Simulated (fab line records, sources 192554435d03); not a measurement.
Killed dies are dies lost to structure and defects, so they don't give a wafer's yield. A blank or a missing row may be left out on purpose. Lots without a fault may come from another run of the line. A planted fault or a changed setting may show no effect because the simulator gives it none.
fab line records | flow n5_finfet | part 1 of 2: steps 1 to 26 of 34
record lots=5 wafers=15 last_day=20
route steps=1938 shown BEOL_M0_SAQP@680 BEOL_M0_CUTY@701
lots that met no fault: from a run of the same line without faults
start_h: hours from the record's first day to the start of the lot's first wafer shown | wait_h: hours since the lot's step before | " the same as in the row above | L1.1+2: a row that stands for several wafers | - no value, or no start given | * or withheld: withheld | < > ~ a bound
route shown NAME@n: a module of which the file shows steps, and the number in the route of the first | usual: mean/standard deviation of fault-free wafers | same: alike in all rows | chamber/n: place in a boat | sites: the reading at each site | _std_site: their standard deviation | _edge_site: outer sites' mean less inner sites' | radius_mm: how far each site lies from the wafer's centre | mask NAME#n: copy n | behind: the tool/chamber that last shaped the wafer | hold: why the lot was held/for how many hours/how that ended | device: the transistor (n, p or np) that didn't switch | end of line: the same wafers' tests at the end of the route | a step without rows: its recipe alone | killed: dies lost to structure and defects at the first sort, not the wafer's yield | map: a wafer's dies, x killed, . not, _ none there
set.NAME: the setting as run; set.NAME@STEP: as run at that earlier step | model.NAME: the simulator's own value behind a step, which no gauge read
lots at some steps of the route; a table a step, a row a wafer
services: from which hour (start_h, from the record's first day; less than 0 if before it) a tool's chamber was out of use, for how many hours, and why
## steps
# step N5_BEOL_M0_SAQP_COAT_69
# recipe resist=SOC temp_c=250 time_s=60 spin_rpm=1500 resist_thk_nm=90
# columns lot.wafer tool chamber start_h wait_h
L079.2+3+4 litho_track-04 0 143.22 0.0
L084.2+4+6 litho_track-01 0 177.13 0.0
L092.1+2+4 litho_track-04 0 219.81 0.0
L093.3+5+6 litho_track-03 0 223.51 0.0
L096.3+5+6 litho_track-04 0 244.03 0.0
# step N5_BEOL_M0_SAQP_COAT_72
# recipe resist=SiARC temp_c=220 time_s=60 spin_rpm=1500 resist_thk_nm=15
# columns lot.wafer tool chamber start_h wait_h
L079.2+3+4 litho_track-04 0 - -
L084.2+4+6 litho_track-01 0 - -
L092.1+2+4 litho_track-04 0 - -
L093.3+5+6 litho_track-03 0 - -
L096.3+5+6 litho_track-04 0 - -
# step N5_BEOL_M0_SAQP_COAT_87
# recipe resist=underlayer temp_c=205 time_s=60 spin_rpm=1500 resist_thk_nm=5
# columns lot.wafer tool chamber start_h wait_h
L079.2+3+4 litho_track-04 0 - -
L084.2+4+6 litho_track-01 0 - -
L092.1+2+4 litho_track-04 0 - -
L093.3+5+6 litho_track-03 0 - -
L096.3+5+6 litho_track-04 0 - -
# step N5_BEOL_M0_SAQP_COAT_34
# recipe resist=CAR-EUV spin_rpm=1500 resist_thk_nm=30
# columns lot.wafer tool chamber start_h wait_h
L079.2+3+4 litho_track-04 0 - -
L084.2+4+6 litho_track-01 0 - -
L092.1+2+4 litho_track-04 0 - -
L093.3+5+6 litho_track-03 0 - -
L096.3+5+6 litho_track-04 0 - -
# step N5_BEOL_M0_SAQP_EBR_36
# recipe solvent=PGMEA ebr_width_mm=1.5
# columns lot.wafer tool chamber start_h wait_h
L079.2+3+4 litho_track-04 0 - -
L084.2+4+6 litho_track-01 0 - -
L092.1+2+4 litho_track-04 0 - -
L093.3+5+6 litho_track-03 0 - -
L096.3+5+6 litho_track-04 0 - -
# step N5_BEOL_M0_SAQP_SOFTBAKE_35
# recipe temp_c=110 time_s=60 resist=CAR-EUV
# columns lot.wafer tool chamber start_h wait_h
L079.2+3+4 litho_track-04 0 - -
L084.2+4+6 litho_track-01 0 - -
L092.1+2+4 litho_track-04 0 - -
L093.3+5+6 litho_track-03 0 - -
L096.3+5+6 litho_track-04 0 - -
# step N5_BEOL_M0_SAQP_EXPOSE_37
# recipe mask_id=M0_CUT1 na=0.33 source_shape=annular sigma_inner=0.35 sigma_outer=0.8 polarization=unpolarized target_cd_nm=30 dose_mj=44.75
# columns lot.wafer tool chamber start_h wait_h mask
L079.2+3+4 euv_scanner-01 0 143.49 - M0_CUT1#0
L084.2+4+6 euv_scanner-02 0 177.40 - M0_CUT1#0
L092.1+2+4 euv_scanner-01 0 219.99 - M0_CUT1#0
L093.3+5+6 euv_scanner-02 0 223.79 - M0_CUT1#0
L096.3+5+6 euv_scanner-01 0 244.18 - M0_CUT1#0
# step N5_BEOL_M0_SAQP_PEB_38
# recipe peb_temp_c=100 peb_time_s=60 resist=CAR-EUV
# columns lot.wafer tool chamber start_h wait_h
L079.2+3+4 litho_track-03 0 143.55 0.1
L084.2+4+6 litho_track-03 0 177.46 0.1
L092.1+2+4 litho_track-03 0 220.06 0.1
L093.3+5+6 litho_track-03 0 223.84 0.0
L096.3+5+6 litho_track-04 0 244.23 0.0
# step N5_BEOL_M0_SAQP_DEVELOP_39
# recipe develop_time_s=30 developer=TMAH resist=CAR-EUV rinse_liquid=surfactant_rinse dry=air_spin dev_temp_c=23
# columns lot.wafer tool chamber start_h wait_h
L079.2+3+4 litho_track-03 0 - -
L084.2+4+6 litho_track-03 0 - -
L092.1+2+4 litho_track-03 0 - -
L093.3+5+6 litho_track-03 0 - -
L096.3+5+6 litho_track-04 0 - -
# step N5_BEOL_M0_SAQP_CD_MEAS_40
# recipe target_cd_nm=30 landing_energy_ev=500 detector=se_inlens
# usual cd_nm=29.96/0.23
# columns lot.wafer tool chamber start_h wait_h cd_nm
L079.2 cd_sem-01 0 143.62 - 30.17
L079.3 " 0 " " 30.22
L079.4 " 0 " " 29.98
L084.2 cd_sem-02 0 177.53 - 30.01
L084.4 " 0 " " 29.55
L084.6 " 0 " " 29.97
L092.1 cd_sem-03 0 220.13 - 29.77
L092.2 " 0 " " 29.55
L092.4 " 0 " " 29.73
L093.3 cd_sem-03 0 223.91 - 29.14
L093.5 " 0 " " 30.08
L093.6 " 0 " " 29.83
L096.3 cd_sem-01 0 244.30 - 30.19
L096.5 " 0 " " 30.26
L096.6 " 0 " " 29.61
# step N5_BEOL_M0_SAQP_OVL_MEAS_41
# recipe points_per_wafer=522
# usual M0_CUT1_OVL=-0.3/0.6
# columns lot.wafer tool chamber start_h wait_h M0_CUT1_OVL[nm]
L079.2 overlay-01 0 143.66 0.0 -0.1
L079.3 " 0 " " -1.3
L079.4 " 0 " " -0.4
L084.2 overlay-01 0 177.57 0.0 -0.2
L084.4 " 0 " " 0.4
L084.6 " 0 " " -0.6
L092.1 overlay-01 0 220.16 0.0 -1.0
L092.2 " 0 " " -0.3
L092.4 " 0 " " -1.3
L093.3 overlay-02 0 223.95 0.0 -1.8
L093.5 " 0 " " -1.2
L093.6 " 0 " " -1.5
L096.3 overlay-02 0 244.34 0.0 -0.4
L096.5 " 0 " " -0.9
L096.6 " 0 " " -0.2
# step N5_BEOL_M0_SAQP_INSPECT_42
# recipe mode=adi inspect_instrument=brightfield
# usual raw_defect_count=300/97
# columns lot.wafer tool chamber start_h wait_h raw_defect_count
L079.2 defect_inspect-02 - 143.71 0.0 180
L079.3 " - " " 152
L079.4 " - " " 123
L084.2 defect_inspect-01 - 177.62 0.0 433
L084.4 " - " " 426
L084.6 " - " " 408
L092.1 defect_inspect-02 - 220.22 0.1 230
L092.2 " - " " 208
L092.4 " - " " 192
L093.3 defect_inspect-01 - 224.00 0.0 285
L093.5 " - " " 348
L093.6 " - " " 368
L096.3 defect_inspect-02 - 244.39 0.0 400
L096.5 " - " " 300
L096.6 " - " " 310
# step N5_BEOL_M0_SAQP_DESCUM_45
# recipe chemistry=O2 time_s=7 source_power_w=50 bias_power_w=20 pressure_mtorr=20 rf_frequency_hz=2.712e+07 temp_c=40 resist=CAR-EUV o2_flow_sccm=225
# usual drypump_motor_current_A=5.6/0.34 oes_product_au=0.76/0.085 rf_vpp_V=242.7/1.5 showerhead_plenum_p_Torr=2.06/0.078 throttle_valve_pct=20.49/0.28
# columns lot.wafer tool chamber start_h wait_h drypump_motor_current_A oes_product_au rf_hours_counter_h rf_vpp_V showerhead_plenum_p_Torr throttle_valve_pct
L079.2 rie_diel-02 0 143.99 0.3 5.1 0.75 168 245.2 2.17 20.16
L079.3 " 3 " " 5.2 0.81 98 241.2 1.93 20.29
L079.4 " 0 " " 5.1 0.75 - 243.3 2.17 20.16
L084.2 rie_diel-06 2 177.65 0.0 6.1 0.68 220 242.1 1.97 20.28
L084.4 " 1 " " 5.6 0.94 11 242.9 2.05 20.44
L084.6 " 3 " " 5.7 0.69 - 243.3 2.06 20.82
L092.1 rie_diel-05 0 220.86 0.6 5.9 0.98 7 243.9 2.06 20.40
L092.2 " 1 " " 5.3 0.74 164 242.5 2.09 20.36
L092.4 " 0 " " 5.9 0.97 - 242.7 2.06 20.40
L093.3 rie_diel-02 3 224.20 0.2 5.1 0.79 118 240.7 1.93 20.34
L093.5 " 0 " " 5.1 0.74 - 245.1 2.17 20.19
L093.6 " 3 " " 5.1 0.80 - 239.7 1.93 20.33
L096.3 rie_diel-02 2 244.42 0.0 6.1 0.76 161 244.0 2.17 20.06
L096.5 " 0 " " 5.1 0.74 - 243.8 2.17 20.20
L096.6 " 3 " " 5.1 0.78 - 240.9 1.92 20.34
# step N5_BEOL_M0_SAQP_ETCH_88
# recipe chemistry=N2/H2 target=underlayer target_depth_a=65 time_s=5.2 ion_energy_ev=200 mask_material=CAR-EUV pressure_mtorr=30 source_w=840 bias_w=150 n2_flow_sccm=200 h2_flow_sccm=200 ends=cleared
# usual drypump_motor_current_A=5.6/0.34 etch_rf_on_time_s=5.20/0.079 oes_product_au=0.65/0.073 rf_vpp_V=523.0/2.9 showerhead_plenum_p_Torr=2.50/0.092 throttle_valve_pct=17.98/0.3
# columns lot.wafer tool chamber start_h wait_h drypump_motor_current_A etch_rf_on_time_s oes_product_au rf_hours_counter_h rf_vpp_V showerhead_plenum_p_Torr throttle_valve_pct
L079.2 rie_diel-02 0 144.02 0.0 5.1 5.16 0.65 168 528.6 2.64 17.59
L079.3 " 3 " " 5.1 5.18 0.69 98 517.2 2.36 17.72
L079.4 " 0 " " 5.1 5.16 0.64 - 526.8 2.64 17.59
L084.2 rie_diel-06 2 177.69 0.0 6.1 5.32 0.59 220 520.2 2.41 17.88
L084.4 " 1 " " 5.6 5.14 0.81 11 524.8 2.50 17.91
L084.6 " 3 " " 5.7 5.20 0.58 - 523.2 2.51 18.34
L092.1 rie_diel-05 0 220.90 0.0 5.9 5.18 0.83 7 524.2 2.50 17.83
L092.2 " 1 " " 5.3 5.20 0.62 164 525.6 2.53 17.75
L092.4 " 0 " " 5.9 5.14 0.83 - 522.4 2.50 17.83
L093.3 rie_diel-02 3 224.23 0.0 5.1 5.08 0.68 118 518.7 2.35 17.76
L093.5 " 0 " " 5.1 5.13 0.63 - 527.4 2.64 17.64
L093.6 " 3 " " 5.1 5.12 0.68 - 517.9 2.35 17.74
L096.3 rie_diel-02 2 244.45 0.0 6.1 5.12 0.65 161 524.9 2.65 17.64
L096.5 " 0 " " 5.1 5.05 0.63 - 525.3 2.63 17.63
L096.6 " 3 " " 5.1 5.04 0.68 - 517.9 2.34 17.78
# step N5_BEOL_M0_SAQP_ETCH_73
# recipe chemistry=CF4 target=SiARC target_depth_a=195 mask_material=CAR-EUV time_s=32.5 ion_energy_ev=80 pressure_mtorr=40 source_w=545 bias_w=36 Ar_flow_sccm=100 cf4_flow_sccm=100 ends=cleared
# usual drypump_motor_current_A=5.6/0.34 etch_rf_on_time_s=32.5/0.5 oes_product_au=0.65/0.073 rf_vpp_V=183.7/1.2 showerhead_plenum_p_Torr=2.11/0.075 throttle_valve_pct=15.72/0.26
# columns lot.wafer tool chamber start_h wait_h drypump_motor_current_A etch_rf_on_time_s oes_product_au rf_hours_counter_h rf_vpp_V showerhead_plenum_p_Torr throttle_valve_pct
L079.2 rie_diel-02 0 144.04 0.0 5.1 31.9 0.65 168 185.5 2.23 15.43
L079.3 " 3 " " 5.2 32.1 0.70 98 181.4 1.99 15.56
L079.4 " 0 " " 5.1 32.3 0.65 - 185.0 2.23 15.43
L084.2 rie_diel-06 2 177.70 0.0 6.1 32.7 0.58 220 183.8 2.03 15.61
L084.4 " 1 " " 5.6 31.8 0.80 11 183.9 2.10 15.55
L084.6 " 3 " " 5.7 32.7 0.59 - 183.1 2.12 16.11
L092.1 rie_diel-05 0 220.91 0.0 5.9 32.5 0.83 7 182.8 2.11 15.51
L092.2 " 1 " " 5.3 31.8 0.63 164 183.5 2.14 15.59
L092.4 " 0 " " 5.9 32.5 0.83 - 183.9 2.11 15.50
L093.3 rie_diel-02 3 224.25 0.0 5.2 31.6 0.68 118 182.2 1.99 15.61
L093.5 " 0 " " 5.1 32.2 0.63 - 184.4 2.22 15.47
L093.6 " 3 " " 5.2 31.7 0.68 - 180.9 1.99 15.60
L096.3 rie_diel-02 2 244.47 0.0 6.1 32.5 0.64 161 185.1 2.23 15.35
L096.5 " 0 " " 5.1 32.1 0.64 - 185.7 2.22 15.48
L096.6 " 3 " " 5.1 31.7 0.68 - 184.5 1.98 15.61
# step N5_BEOL_M0_SAQP_CUT_ETCH_46
# recipe chemistry=N2/H2 target=SOC target_depth_a=1350 overetch_a=270 temp_c=40 time_s=202.5 ion_energy_ev=200 mask_material=SiARC pressure_mtorr=30 source_w=840 bias_w=150 n2_flow_sccm=200 h2_flow_sccm=200
# usual drypump_motor_current_A=5.6/0.34 rf_vpp_V=522.8/2.6 showerhead_plenum_p_Torr=2.50/0.092 throttle_valve_pct=17.94/0.3
# columns lot.wafer tool chamber start_h wait_h drypump_motor_current_A rf_hours_counter_h rf_vpp_V showerhead_plenum_p_Torr throttle_valve_pct
L079.2 rie_diel-02 0 144.07 0.0 5.1 168 524.7 2.64 17.53
L079.3 " 3 " " 5.1 98 519.1 2.36 17.66
L079.4 " 0 " " 5.1 - 526.6 2.64 17.55
L084.2 rie_diel-06 2 177.73 0.0 6.1 220 519.0 2.41 17.82
L084.4 " 1 " " 5.6 11 524.1 2.49 17.85
L084.6 " 3 " " 5.7 - 522.2 2.51 18.29
L092.1 rie_diel-05 0 220.95 0.0 5.9 7 522.3 2.50 17.78
L092.2 " 1 " " 5.3 164 523.0 2.53 17.73
L092.4 " 0 " " 5.9 - 523.5 2.50 17.79
L093.3 rie_diel-02 3 224.28 0.0 5.1 119 519.4 2.35 17.70
L093.5 " 0 " " 5.1 - 526.5 2.64 17.58
L093.6 " 3 " " 5.2 - 518.8 2.35 17.69
L096.3 rie_diel-02 2 244.50 0.0 6.1 161 526.1 2.65 17.59
L096.5 " 0 " " 5.1 - 526.3 2.63 17.55
L096.6 " 3 " " 5.2 - 519.5 2.34 17.71
# step N5_BEOL_M0_SAQP_STRIP_74
# recipe chemistry=N2/H2 temp_c=40 n2_flow_sccm=200 h2_flow_sccm=200 rf_frequency_hz=6e+07
# columns lot.wafer tool chamber start_h wait_h
L079.2+3+4 rie_diel-02 0,3,0 144.23 0.1
L084.2+4+6 rie_diel-06 2,1,3 177.89 0.1
L092.1+2+4 rie_diel-05 0,1,0 221.10 0.1
L093.3+5+6 rie_diel-02 3,0,3 224.44 0.1
L096.3+5+6 rie_diel-02 2,0,3 244.66 0.1
# step N5_BEOL_M0_SAQP_STRIP_89
# recipe chemistry=N2/H2 temp_c=40 n2_flow_sccm=200 h2_flow_sccm=200 rf_frequency_hz=6e+07
# columns lot.wafer tool chamber start_h wait_h
L079.2+3+4 rie_diel-02 0,3,0 144.24 0.0
L084.2+4+6 rie_diel-06 2,1,3 177.90 0.0
L092.1+2+4 rie_diel-05 0,1,0 221.11 0.0
L093.3+5+6 rie_diel-02 3,0,3 224.45 0.0
L096.3+5+6 rie_diel-02 2,0,3 244.67 0.0
# step N5_BEOL_M0_SAQP_ALD_48
# recipe material=SiO2 target_thk_a=200 temp_c=100 ald_precursor_family=BDEAS ald_co_reactant=O2-plasma pulse_time_s=1 co_reactant_pulse_time_s=1 purge_time_s=2 co_reactant_purge_time_s=2 ald_cycles=139 pressure_torr=2
# usual heater_power_w=79/4.9 precursor_pulse_height_rel=1.001/0.022
# columns lot.wafer tool chamber start_h wait_h heater_power_w precursor_pulse_height_rel
L079.2 ald_sin-03 3 144.27 0.0 71 1.023
L079.3 " 1 " " 72 1.007
L079.4 " 2 " " 71 0.972
L084.2 ald_sin-04 0 179.69 1.8 76 1.015
L084.4 " 2 " " 79 0.980
L084.6 " 0 " " 78 1.031
L092.1 ald_sin-01 3 221.33 0.2 77 0.993
L092.2 " 0 " " 73 0.976
L092.4 " 1 " " 77 0.983
L093.3 ald_sin-01 3 224.48 0.0 74 1.045
L093.5 " 1 " " 80 1.018
L093.6 " 2 " " 85 0.968
L096.3 ald_sin-03 0 244.70 0.0 86 0.957
L096.5 " 2 " " 71 1.000
L096.6 " 3 " " 73 0.997
# step N5_BEOL_M0_SAQP_ETCH_49
# recipe chemistry=CF4/O2 target_depth_a=370 target=SiO2 pressure_mtorr=40 source_w=535 bias_w=49 Ar_flow_sccm=100 cf4_flow_sccm=100 O2_flow_sccm=10 ion_energy_ev=100
# usual drypump_motor_current_A=5.6/0.33 oes_product_au=0.78/0.095 rf_vpp_V=240/3.2 showerhead_plenum_p_Torr=2.17/0.075 throttle_valve_pct=15.94/0.26
# columns lot.wafer tool chamber start_h wait_h drypump_motor_current_A oes_product_au rf_hours_counter_h rf_vpp_V showerhead_plenum_p_Torr throttle_valve_pct
L079.2 rie_diel-06 0 144.80 0.3 5.9 0.74 180 240 2.11 16.04
L079.3 " 2 " " 6.1 0.70 212 240 2.10 15.82
L079.4 " 1 " " 5.6 0.97 3 237 2.17 15.78
L084.2 rie_diel-06 3 180.22 0.3 5.7 0.70 216 243 2.18 16.34
L084.4 " 2 " " 6.1 0.69 221 238 2.09 15.83
L084.6 " 1 " " 5.6 0.94 - 236 2.17 15.79
L092.1 rie_diel-05 2 221.86 0.3 5.2 0.75 160 238 2.12 16.32
L092.2 " 1 " " 5.3 0.73 165 236 2.20 15.81
L092.4 " 0 " " 5.8 0.98 - 245 2.17 15.75
L093.3 rie_diel-06 0 225.01 0.3 5.9 0.72 199 241 2.10 16.06
L093.5 " 3 " " 5.7 0.69 - 243 2.18 16.38
L093.6 " 0 " " 5.9 0.72 - 240 2.10 16.08
L096.3 rie_diel-06 2 245.23 0.3 6.1 0.67 233 239 2.09 15.86
L096.5 " 3 " " 5.7 0.68 - 243 2.18 16.39
L096.6 " 0 " " 5.9 0.71 - 240 2.10 16.09
# step N5_BEOL_M0_SAQP_STRIP_75
# recipe chemistry=CF4 resist=SiARC power_w=300 bias_power_w=75 pressure_mtorr=50 cf4_flow_sccm=150 rf_frequency_hz=6e+07
# usual drypump_motor_current_A=5.6/0.33 oes_product_au=0.179/0.021 rf_vpp_V=270.6/1.5 showerhead_plenum_p_Torr=1.77/0.06 throttle_valve_pct=13.68/0.26
# columns lot.wafer tool chamber start_h wait_h drypump_motor_current_A oes_product_au rf_hours_counter_h rf_vpp_V showerhead_plenum_p_Torr throttle_valve_pct
L079.2 rie_diel-06 0 144.90 0.1 5.9 0.168 180 271.4 1.72 13.77
L079.3 " 2 " " 6.1 0.154 212 269.7 1.71 13.58
L079.4 " 1 " " 5.6 0.226 3 271.1 1.77 13.48
L084.2 rie_diel-06 3 180.32 0.1 5.7 0.161 216 269.2 1.77 14.09
L084.4 " 2 " " 6.0 0.157 221 267.6 1.71 13.59
L084.6 " 1 " " 5.6 0.216 - 269.9 1.77 13.50
L092.1 rie_diel-05 2 221.96 0.1 5.2 0.177 160 268.9 1.73 14.06
L092.2 " 1 " " 5.3 0.171 165 271.4 1.80 13.59
L092.4 " 0 " " 5.9 0.226 - 271.2 1.76 13.42
L093.3 rie_diel-06 0 225.11 0.1 5.9 0.171 199 270.1 1.71 13.83
L093.5 " 3 " " 5.7 0.158 - 270.9 1.77 14.09
L093.6 " 0 " " 5.9 0.166 - 268.2 1.71 13.82
L096.3 rie_diel-06 2 245.33 0.1 6.1 0.159 233 267.5 1.70 13.62
L096.5 " 3 " " 5.7 0.161 - 270.7 1.77 14.11
L096.6 " 0 " " 5.9 0.168 - 270.7 1.71 13.84
# step N5_BEOL_M0_CUTY_COAT_50
# recipe resist=SiARC temp_c=220 time_s=60 spin_rpm=1500 resist_thk_nm=15
# columns lot.wafer tool chamber start_h wait_h
L079.2+3+4 litho_track-02 0 144.94 0.0
L084.2+4+6 litho_track-05 0 180.36 0.0
L092.1+2+4 litho_track-01 0 222.00 0.0
L093.3+5+6 litho_track-05 0 225.15 0.0
L096.3+5+6 litho_track-02 0 245.37 0.0
# step N5_BEOL_M0_CUTY_COAT_51
# recipe resist=CAR-ArF-block spin_rpm=1500 resist_thk_nm=150
# columns lot.wafer tool chamber start_h wait_h
L079.2+3+4 litho_track-02 0 - -
L084.2+4+6 litho_track-05 0 - -
L092.1+2+4 litho_track-01 0 - -
L093.3+5+6 litho_track-05 0 - -
L096.3+5+6 litho_track-02 0 - -
# step N5_BEOL_M0_CUTY_EBR_52
# recipe solvent=PGMEA ebr_width_mm=1.5
# columns lot.wafer tool chamber start_h wait_h
L079.2+3+4 litho_track-02 0 - -
L084.2+4+6 litho_track-05 0 - -
L092.1+2+4 litho_track-01 0 - -
L093.3+5+6 litho_track-05 0 - -
L096.3+5+6 litho_track-02 0 - -
# step N5_BEOL_M0_CUTY_SOFTBAKE_53
# recipe temp_c=110 time_s=60 resist=CAR-ArF-block
# columns lot.wafer tool chamber start_h wait_h
L079.2+3+4 litho_track-02 0 - -
L084.2+4+6 litho_track-05 0 - -
L092.1+2+4 litho_track-01 0 - -
L093.3+5+6 litho_track-05 0 - -
L096.3+5+6 litho_track-02 0 - -
# step N5_BEOL_M0_CUTY_EXPOSE_54
# recipe mask_id=M0_ABLK na=1.35 source_shape=conventional sigma_outer=0.8 polarization=unpolarized dose_mj=36
# columns lot.wafer tool chamber start_h wait_h mask
L079.2+3+4 arfi_scanner-01 0 145.05 - M0_ABLK#0
L084.2+4+6 arfi_scanner-01 0 180.59 - M0_ABLK#0
L092.1+2+4 arfi_scanner-01 0 222.22 - M0_ABLK#0
L093.3+5+6 arfi_scanner-01 0 225.26 - M0_ABLK#0
L096.3+5+6 arfi_scanner-02 0 245.61 - M0_ABLK#0
